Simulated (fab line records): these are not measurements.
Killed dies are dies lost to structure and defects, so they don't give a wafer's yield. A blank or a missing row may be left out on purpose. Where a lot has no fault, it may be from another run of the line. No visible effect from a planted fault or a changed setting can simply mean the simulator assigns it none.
Matching of chambers -- flow nand_harc -- rie_diel-04 running NHARC_P_M2_STRIP_18: 4 sister chambers
The step strips in N2/H2. 8 wafers are shown with their chamber, then 9 later ones without.

== EACH WAFER AND ITS CHAMBER ==
wafer,chamber,rf_vpp_V (V),oes_product_au (a.u.)
L084.1,2,89.3,1.011
L084.3,3,90.6,1.020
L086.2,1,89.8,0.978
L086.4,2,87.1,1.006
L086.6,0,90.7,0.997
L088.3,3,91.3,1.001
L088.5,1,91.4,0.980
L088.6,0,89.8,0.990

== WAFERS WITH NO CHAMBER GIVEN ==
wafer,rf_vpp_V (V),oes_product_au (a.u.)
L090.1,90.7,0.999
L090.2,92.0,1.002
L090.3,93.6,0.982
L092.1,90.1,0.992
L092.3,90.6,1.003
L092.5,90.5,0.998
L094.1,91.2,1.009
L094.4,90.8,1.008
L094.5,89.3,0.996

== WHICH CHAMBER EACH WENT THROUGH ==
wafer,from the rows above,in truth
L090.1,can't be placed: 0 or 3 or 1 or 2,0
L090.2,can't be placed: 3 or 0 or 1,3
L090.3,can't be placed: 1 or 0 or 3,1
L092.1,can't be placed: 0 or 1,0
L092.3,can't be placed: 3 or 0 or 2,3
L092.5,can't be placed: 0 or 3 or 1 or 2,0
L094.1,can't be placed: 3 or 0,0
L094.4,can't be placed: 3 or 0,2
L094.5,can't be placed: 0 or 2 or 3 or 1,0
0 of 9 placed correctly. Can't be placed from these rows: 9 (the true chamber is among the candidates in 8). Number placed wrongly: 0.
How it was worked out, from the rows above alone: a wafer's distance from a chamber is the root of the sum, over the readings, of the square of ((its reading less the chamber's mean) divided by the reading's scatter). If the next closest chamber is less than 2 further off than the closest, the wafer can't be placed; otherwise it belongs to the closest. The mean given for a chamber averages the wafers shown for that chamber. The scatter: take each reading less its chamber's mean, square it, sum over the shown wafers, divide by the number of wafers less the number of chambers, and take the root.
